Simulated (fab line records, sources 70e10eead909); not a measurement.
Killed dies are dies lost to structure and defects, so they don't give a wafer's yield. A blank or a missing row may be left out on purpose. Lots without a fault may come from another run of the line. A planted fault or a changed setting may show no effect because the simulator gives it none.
Which tool did it? | flow nand_harc | 13 lots, 39 wafers sampled, at 5 steps of a route of 1302

WHAT THE GAUGES READ, wafer by wafer
NHARC_A_SIN_REMOVE_INSPECT_04. Usual: raw_defect_count 372, standard deviation 76.
lot  | measured     | on                | raw_defect_count | flag
L576 | day 20 17:45 | defect_inspect-01 | 302 256 324      |
L578 | day 21 06:21 | defect_inspect-01 | 423 234 258      |
L580 | day 21 13:46 | defect_inspect-02 | 366 442 426      |
L579 | day 21 21:01 | defect_inspect-01 | 331 341 376      |
L581 | day 21 21:02 | defect_inspect-02 | 409 458 293      |
L582 | day 22 22:53 | defect_inspect-01 | 423 426 349      |
L583 | day 23 05:30 | defect_inspect-02 | 268 357 387      |
L590 | day 26 10:15 | defect_inspect-01 | 448 423 463      |
L593 | day 27 08:51 | defect_inspect-02 | 373 538 404      |
L595 | day 27 17:50 | defect_inspect-02 | 324 433 462      |
L596 | day 28 04:47 | defect_inspect-02 | 311 302 284      |
L597 | day 29 05:35 | defect_inspect-02 | 461 414 381      |
L599 | day 30 08:10 | defect_inspect-02 | 374 339 425      |

NHARC_END_SORT_01. Usual: killed_at_array 56, standard deviation 19; killed_at_other 1.0, standard deviation 1.3; killed_at_periphery 3.8, standard deviation 2.2; killed_dies 61, standard deviation 19; killed_open 3.1, standard deviation 1.9; killed_short 2.3, standard deviation 1.5.
lot  | measured     | on        | killed_at_array | killed_at_other | killed_at_periphery | killed_dies | killed_open | killed_short | flag
L590 | day 30 09:55 | prober-01 | 50 38 46        | 3 1 2           | 3 1 6               | 56 40 54    | 2 4 0       | 2 1 2        |
L593 | day 31 20:24 | prober-01 | 49 57 67        | 0 0 0           | 3 6 6               | 52 63 73    | 2 7 6       | 4 1 1        |
L595 | day 32 05:02 | prober-01 | 88 96 75        | 0 2 0           | 5 4 3               | 93 102 78   | 4 2 2       | 1 1 1        |
L596 | day 32 09:05 | prober-02 | 32 37 37        | 0 2 3           | 7 4 4               | 39 43 44    | 2 4 6       | 2 4 4        |

WHICH TOOL RAN EACH LOT (tool, then ch and the chambers of the sampled wafers, then the start)
lot  | NHARC_A_WL_FILL_ALD_02              | NHARC_A_WL_FILL_ETCHBACK_04       | NHARC_A_WL_FILL_ALD_10
L576 | ald_metal-01 ch 0,1, day 20 18:18   | rie_metal-01 ch 0,1, day 20 19:09 | ald_hk-03 ch 0,2, day 21 03:38
L578 | ald_metal-04 ch 1,2, day 21 06:56   | rie_metal-01 ch 0,1, day 21 07:44 | ald_hk-03 ch 0,2,3, day 21 13:22
L580 | ald_metal-02 ch 1,3, day 21 14:22   | rie_metal-03 ch 0,1, day 21 15:11 | ald_hk-02 ch 0,2,3, day 21 23:30
L579 | ald_metal-01 ch 2,3, day 21 21:36   | rie_metal-01 ch 0,1, day 21 22:28 | ald_hk-04 ch 0,1,3, day 22 09:00
L581 | ald_metal-04 ch 0,1,3, day 21 21:44 | rie_metal-03 ch 0,1, day 21 22:32 | ald_hk-02 ch 0,2,3, day 22 07:26
L582 | ald_metal-04 ch 1,3, day 22 23:27   | rie_metal-01 ch 0,1, day 23 00:17 | ald_hk-04 ch 1,2, day 23 06:01
L583 | ald_metal-02 ch 0,2, day 23 06:05   | rie_metal-03 ch 0,1, day 23 06:55 | ald_hk-04 ch 2,3, day 23 12:36
L590 | ald_metal-04 ch 1,2, day 26 10:59   | rie_metal-01 ch 0,1, day 26 11:51 | ald_hk-03 ch 0,3, day 26 17:14
L593 | ald_metal-01 ch 0,1,2, day 27 09:25 | rie_metal-01 ch 0,1, day 27 12:29 | ald_hk-04 ch 0,1,2, day 27 17:41
L595 | ald_metal-04 ch 0,2,3, day 27 19:02 | rie_metal-03 ch 0,1, day 27 20:38 | ald_hk-04 ch 0,2,3, day 28 02:15
L596 | ald_metal-01 ch 2,3, day 28 05:22   | rie_metal-03 ch 0,1, day 28 06:14 | ald_hk-03 ch 0,1,3, day 28 14:55
L597 | ald_metal-02 ch 1,2,3, day 29 06:09 | rie_metal-03 ch 0,1, day 29 06:58 | ald_hk-04 ch 1,3, day 29 15:32
L599 | ald_metal-02 ch 1,2,3, day 30 09:17 | rie_metal-02 ch 0,1, day 30 10:08 | ald_hk-03 ch 1,2, day 30 15:43
- NHARC_A_WL_FILL_ALD_02: deposits TiN, target thk 2 nm, pulse time 3 s, ald cycles 100.
- NHARC_A_WL_FILL_ETCHBACK_04: etches the open film in NF3, target depth 60 nm, time 120 s.
- NHARC_A_WL_FILL_ALD_10: deposits SiO2, target thk 50 nm, pulse time 10 s, ald cycles 500.

WHAT THE TOOLS THEMSELVES READ (means of the sampled wafers that have a number; where no wafer has one, the mark that the record gives instead)
NHARC_A_WL_FILL_ALD_02. Usual: heater_power_w 1058 W, standard deviation 110; precursor_pulse_height_rel 0.998, standard deviation 0.019.
lot  | tool         | heater_power_w (W) | precursor_pulse_height_rel | flag
L576 | ald_metal-01 | 1107               | 0.992                      |
L578 | ald_metal-04 | 1205               | 1.025                      |
L580 | ald_metal-02 | 952                | 1.000                      |
L579 | ald_metal-01 | 1076               | 0.999                      |
L581 | ald_metal-04 | 1043               | 0.990                      |
L582 | ald_metal-04 | 1074               | 0.986                      |
L583 | ald_metal-02 | 1040               | 1.004                      |
L590 | ald_metal-04 | 1219               | 0.987                      |
L593 | ald_metal-01 | 1061               | 1.001                      |
L595 | ald_metal-04 | 1088               | 0.991                      |
L596 | ald_metal-01 | 1064               | 0.996                      |
L597 | ald_metal-02 | 935                | 0.999                      |
L599 | ald_metal-02 | 930                | 1.004                      |

NHARC_A_WL_FILL_ETCHBACK_04. Usual: drypump_motor_current_A 5.88 A, standard deviation 0.26; oes_product_au 1.000 a.u., standard deviation 0.009; run_length_s 141.5 s, standard deviation 0.37.
lot  | tool         | drypump_motor_current_A (A) | oes_product_au (a.u.) | run_length_s (s) | flag
L576 | rie_metal-01 | 5.81                        | 1.002                 | 141.3            |
L578 | rie_metal-01 | 5.79                        | 1.002                 | 141.1            |
L580 | rie_metal-03 | 5.99                        | 0.997                 | 141.6            |
L579 | rie_metal-01 | 5.79                        | 1.007                 | 141.8            |
L581 | rie_metal-03 | 5.96                        | 1.001                 | 141.6            |
L582 | rie_metal-01 | 5.77                        | 1.014                 | 141.5            |
L583 | rie_metal-03 | 5.82                        | 1.002                 | 141.5            |
L590 | rie_metal-01 | 5.79                        | 0.997                 | 136.0            | OFF
L593 | rie_metal-01 | 5.80                        | 0.998                 | 138.7            | OFF
L595 | rie_metal-03 | 5.96                        | 0.995                 | 141.6            |
L596 | rie_metal-03 | 5.96                        | 0.998                 | 142.0            |
L597 | rie_metal-03 | 5.80                        | 1.004                 | 141.6            |
L599 | rie_metal-02 | 5.93                        | 1.002                 | 141.5            |

NHARC_A_WL_FILL_ALD_10. Usual: heater_power_w 454 W, standard deviation 47; precursor_pulse_height_rel 0.998, standard deviation 0.019.
lot  | tool      | heater_power_w (W) | precursor_pulse_height_rel | flag
L576 | ald_hk-03 | 502                | 1.012                      |
L578 | ald_hk-03 | 491                | 0.991                      |
L580 | ald_hk-02 | 437                | 1.019                      |
L579 | ald_hk-04 | 465                | 1.013                      |
L581 | ald_hk-02 | 441                | 1.015                      |
L582 | ald_hk-04 | 443                | 1.015                      |
L583 | ald_hk-04 | 419                | 1.010                      |
L590 | ald_hk-03 | 471                | 1.009                      |
L593 | ald_hk-04 | 453                | 1.004                      |
L595 | ald_hk-04 | 432                | 0.987                      |
L596 | ald_hk-03 | 457                | 0.990                      |
L597 | ald_hk-04 | 453                | 0.992                      |
L599 | ald_hk-03 | 468                | 0.983                      |

THE ANSWER, worked out from the rows above alone
Rule: a lot is off if the mean of its wafers that have a number lies more than 3 standard deviations from the usual mean. A lot without any number at a reading at which 4 lots or more have one is off too. The other lots that the step has rows for count as sound. The gauges are gone through in route order, then the tools' own readings, and for those a lot's mean is taken as printed above. The first step at which some lot is off is used, and at that step the reading that is off furthest; a lot without a number counts as furthest.
Off: L590, L593, at NHARC_A_WL_FILL_ETCHBACK_04 (run_length_s).
A tool fits if, at that step or a process step before it, it ran every lot that is off, and no sound lot after the first of them. One fits: rie_metal-01 at NHARC_A_WL_FILL_ETCHBACK_04. Its last sound lot is L582 (day 23 00:17), its first lot that is off L590 (day 26 11:51): a fault that began between those two fits.
The tool's own readings at NHARC_A_WL_FILL_ETCHBACK_04 bear it out: on the lots that are off they differ by more than 5 times the standard deviation of the sound lots' means. run_length_s reads 137.3 s there against 141.6 s on the sound lots.

WHAT THE SIMULATOR HAD PUT IN
Process parameter drift: rie_metal-01, from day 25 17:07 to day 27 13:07, at NHARC_A_WL_FILL_ETCHBACK_04. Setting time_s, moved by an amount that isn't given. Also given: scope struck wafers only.
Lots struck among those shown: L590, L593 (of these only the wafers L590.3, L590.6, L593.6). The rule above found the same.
